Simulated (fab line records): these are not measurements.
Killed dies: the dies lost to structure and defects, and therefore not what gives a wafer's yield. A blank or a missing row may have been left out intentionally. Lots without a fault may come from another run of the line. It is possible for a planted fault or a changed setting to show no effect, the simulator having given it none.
The same fault as seen by 2 desks || flow n5_finfet || every desk sees just its own numbers, and what lay behind them comes last

== AT THE TOOL OWNER'S DESK: pecvd-01 ==
The tool's own readings at N5_BEOL_M11_DEP_56 (deposits SiCN from 3MS/NH3, target thk 30 nm, time 10.5 s): means of the sampled wafers that have a number, for each lot that ran on this tool. Any lot whose mean is over 4 standard deviations away from the usual mean is out of limits and marked OUT; that distance is given in the brackets.
Columns: A = showerhead_plenum_p_Torr at N5_BEOL_M11_DEP_56, usual 4.150 Torr; B = throttle_valve_pct at N5_BEOL_M11_DEP_56, usual 18.5 %
{"lot": "L958", "first seen here": "day 13 19:14", "A": 4.135, "B": 18.6}
{"lot": "L956", "first seen here": "day 14 00:43", "A": 4.140, "B": 19.1}
This desk found nothing out of limits on any of the 2 lots.

== METROLOGY DESK ==
Means of the sampled wafers that have a number, per lot and without regard to the tool the lot ran on: this is what the gauges read. Any lot whose mean is over 4 standard deviations away from the usual mean is out of limits and marked OUT; that distance is given in the brackets.
Columns: A = M11_THK at N5_BEOL_M11_THK_MEAS_53, usual 140 nm; B = M11_RS at N5_BEOL_M11_RS_MEAS_57, usual 0.151 ohm/sq
{"lot": "L949", "first seen here": "day 11 18:54", "A": 139, "B": 0.149}
{"lot": "L958", "first seen here": "day 13 19:10", "A": 138, "B": 0.152}
{"lot": "L956", "first seen here": "day 14 00:39", "A": 142, "B": 0.149}
{"lot": "L967", "first seen here": "day 16 08:04", "A": 142, "B": 0.150}
{"lot": "L971", "first seen here": "day 16 16:11", "A": 139, "B": 0.152}
{"lot": "L970", "first seen here": "day 17 02:24", "A": 141, "B": 0.150}
This desk found nothing out of limits on any of the 6 lots.

== PUT TOGETHER ==
The desk of the tool owner found nothing out of limits.
Metrology desk: nothing out of limits seen.

== WHAT THE SIMULATOR PUT IN ==
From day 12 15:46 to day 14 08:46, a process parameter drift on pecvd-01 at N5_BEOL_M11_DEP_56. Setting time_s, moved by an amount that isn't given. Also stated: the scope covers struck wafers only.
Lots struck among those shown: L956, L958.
